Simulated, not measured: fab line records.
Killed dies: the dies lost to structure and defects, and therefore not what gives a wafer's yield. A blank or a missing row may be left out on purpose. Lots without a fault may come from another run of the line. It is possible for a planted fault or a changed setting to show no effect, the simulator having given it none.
Tool commonality check | flow n5 finfet | 9 lots, 27 wafers sampled

REASON FOR OPENING
3 of 9 lots carry a flag on the reading VT_N_LONG at N5_BEOL_M4_RC_MEAS_101. Wafers without a fault read 275.5 mV, standard deviation 1.8.
Rule: a lot is flagged when every wafer of it that has a number lies more than 4 standard deviations from that mean, or none has a number. As for the other lots, they are considered sound.

lot  | measured     | on        | VT_N_LONG (mV), wafer by wafer | flag
L220 | day 8 15:58  | prober-01 | 275.7 276.5 278.2              |
L223 | day 9 11:50  | prober-02 | 274.4 275.2 274.9              |
L228 | day 10 11:12 | prober-02 | 274.6 273.0 274.6              |
L231 | day 11 11:40 | prober-02 | 274.3 277.1 272.9              |
L232 | day 12 10:47 | prober-02 | 274.5 274.4 276.5              |
L238 | day 13 15:25 | prober-01 | 420.8 423.1 419.2              | FLAGGED
L237 | day 13 16:50 | prober-02 | 274.4 275.5 272.8              |
L240 | day 14 01:19 | prober-02 | 423.8 425.5 425.6              | FLAGGED
L241 | day 14 04:28 | prober-02 | 423.5 422.2 421.3              | FLAGGED
The numbers of the flagged lots are 422.8 mV on average: +147.3 mV against the usual, or +82 standard deviations.

LOT BY LOT: THE TOOL USED
2 process steps preceding the reading are held in the record, out of 1938 steps in the route. Cell contents, in order: the tool; ch with the chambers the sampled wafers went through; the start.
lot  | flag    | N5_HKMG_FIN_WET_ETCH_18            | N5_BEOL_M4_DEP_57
L220 |         | wet bench-02 ch 2,5,7, day 4 12:50 | pecvd-03 ch 0,2, day 8 15:51
L223 |         | wet bench-02 ch 0,3,6, day 5 11:55 | pecvd-03 ch 0,1, day 9 11:42
L228 |         | wet bench-02 ch 3,4,7, day 6 12:59 | pecvd-03 ch 0, day 10 11:01
L231 |         | wet bench-02 ch 0,2,3, day 7 10:04 | pecvd-02 ch 0,1,2, day 11 11:07
L232 |         | wet bench-04 ch 1,3,4, day 7 12:03 | pecvd-01 ch 0,1,2, day 12 10:40
L238 | FLAGGED | wet bench-02 ch 1,2,7, day 9 02:56 | pecvd-01 ch 0,1,2, day 13 14:30
L237 |         | wet bench-02 ch 1,5,6, day 8 17:16 | pecvd-02 ch 1,2, day 13 16:43
L240 | FLAGGED | wet bench-02 ch 0,3,6, day 9 14:18 | pecvd-03 ch 0,1,2, day 14 01:03
L241 | FLAGGED | wet bench-02 ch 5,6,7, day 9 18:05 | pecvd-01 ch 0,1,2, day 14 04:20
What the steps here do:
- N5_HKMG_FIN_WET_ETCH_18: etches TiN in SC1, time 55 s, target depth 5.2 nm, rinse time 30 s.
- N5_BEOL_M4_DEP_57: deposits SiCN from 3MS/NH3, target thk 8 nm, time 14 s.
- N5_BEOL_M4_RC_MEAS_101

FLAGGED AGAINST TOTAL, ONE TOOL AT A TIME (gauges that did the reading follow at the end)
step                    | tool         | lots run | flagged | share of the flagged lots | sound lots run after its first flagged lot
N5_HKMG_FIN_WET_ETCH_18 | wet bench-02 | 8        | 3       | all                       | 0
N5_HKMG_FIN_WET_ETCH_18 | wet bench-04 | 1        | 0       | none                      | -
N5_BEOL_M4_DEP_57       | pecvd-01     | 3        | 2       | some                      | 0
N5_BEOL_M4_DEP_57       | pecvd-02     | 2        | 0       | none                      | -
N5_BEOL_M4_DEP_57       | pecvd-03     | 4        | 1       | some                      | 0
N5_BEOL_M4_RC_MEAS_101  | prober-01    | 2        | 1       | some                      | 0
N5_BEOL_M4_RC_MEAS_101  | prober-02    | 7        | 2       | some                      | 0

WHAT IS ALLOWED BY THE TABLE
Rows of the table that ran each flagged lot: 1, that is wet bench-02 at N5_HKMG_FIN_WET_ETCH_18.
- wet bench-02 at N5_HKMG_FIN_WET_ETCH_18: 3 of its 8 lots flagged. A fault beginning between L237 (day 8 17:16), its last sound lot, and L238 (day 9 02:56), its first flagged one, fits the data.
One tool is left: wet bench-02 at N5_HKMG_FIN_WET_ETCH_18.

WHAT THE SIMULATOR HAD PUT IN
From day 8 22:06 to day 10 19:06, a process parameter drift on wet bench-02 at N5_HKMG_FIN_WET_ETCH_18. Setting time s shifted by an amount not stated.
Struck lots among those shown: L238, L240, L241. The same result came from the rule above.
